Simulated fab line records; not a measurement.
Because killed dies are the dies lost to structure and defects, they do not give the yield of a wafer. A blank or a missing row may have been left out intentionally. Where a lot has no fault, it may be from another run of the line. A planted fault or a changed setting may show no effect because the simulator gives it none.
Comparing a struck lot with a sound one ; flow nand-harc ; 14 steps out of a route of 1302
Sound: the wafers L103.4, L103.5, L103.6. Struck: wafers L999.3, L999.4, L999.6. The cause is given at the end.
Per side, at each step with rows, come the tool, then ch with its chambers, and then its first start. Under that, the readings that differ: sound wafers ; struck wafers ; difference of the means ; sigmas: that difference in standard deviations of wafers without a fault.
alike: words and numbers the same on both sides, and readings whose means are apart by under 2 such deviations; not compared: readings that were withheld, readings missing a value for some wafer, numbers with overlapping values and no deviation given by the record, and bounds like >300 which may hide the same value.
A row with sigmas, a row that says differs or no value, or rows on one side alone: a step with any of these is where the two part. Non-overlapping numbers with no deviation appear without sigmas and do not part them. Lack of a reading on every wafer of one side parts them only where that side has two or more wafers.

NHARC_A_STAIRCASE_STRIP_475: strips in O2, time 20 s.
  sound on rie-diel-08 ch 0,1,2; struck on rie-diel-07 ch 0,1,3
  alike: drypump-motor-current-A, oes-product-au, rf-vpp-V, showerhead-plenum-p-Torr, throttle-valve-pct
  not compared: rf-hours-counter-h
NHARC_A_STAIRCASE_DEP_471: deposits SiO2, target thk 100 nm.
  sound on pecvd-02 ch 0,1,2, day 26 04:08; struck on pecvd-01 ch 0,2, day 24 09:23
  alike: heater-power-w, throttle-valve-pct
NHARC_A_STAIRCASE_CMP_472: polishes SiO2.
  sound on cmp-01 ch 0,1,3, day 26 04:24; struck on cmp-02 ch 1,3, day 24 09:38
  alike: motor-current-A
  not compared: pad-life-wafers
after that, 1 step had no rows for these wafers: NHARC_A_STAIRCASE_SRD_474.
NHARC_A_STAIRCASE_INSPECT_155:
  struck on defect-inspect-01, day 24 09:57; sound on defect-inspect-02, day 26 04:40
  alike: raw-defect-count
NHARC_A_SGD_CUT_DEP_00: deposits SiNx, target thk 50 nm.
  sound on pecvd-02 ch 0,1,2, day 26 04:49; struck on pecvd-03 ch 0,1, day 24 10:03
  alike: heater-power-w
then, 5 steps without rows for these wafers: NHARC_A_SGD_CUT_DEHYDRATE_01 (time 120 s); NHARC_A_SGD_CUT_HMDS_02 (time 30 s); NHARC_A_SGD_CUT_COAT_56 (time 75 s); NHARC_A_SGD_CUT_COAT_57 (time 65 s); NHARC_A_SGD_CUT_COAT_03 (resist thk 90 nm).
NHARC_A_SGD_CUT_SOFTBAKE_04: time 55 s.
  sound on litho-track-01 ch 0, day 26 05:00; struck on litho-track-04 ch 0, day 24 10:00
reading;sound;struck;difference;sigmas
heater-power-total-W (W);188.36 188.47 188.50;206.66 206.46 206.56;+18.12;+99 or more
plate-temp-C (C);105.01 105.10 105.01;- - -;no value on the struck wafers;
  alike: chill-plate-temp-C
after that, 1 step had no rows for these wafers: NHARC_A_SGD_CUT_EBR_05.
-- the record jumps here: 6 days lie between the struck wafers' starts before and after (it left off in module A_SGD_CUT and takes up again in module END, whose first step shown is number 1302 of the route) --
NHARC_END_SORT_01:
  the record has rows for the struck wafers here (prober-02 ch 0, day 29 22:46) and none for the sound ones

WHERE THEY PART
At NHARC_A_SGD_CUT_SOFTBAKE_04 first; at NHARC_END_SORT_01 last (within this record only).

WHY: what had been put in by the simulator
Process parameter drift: litho-track-04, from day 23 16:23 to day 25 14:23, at NHARC_A_SGD_CUT_SOFTBAKE_04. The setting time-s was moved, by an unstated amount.
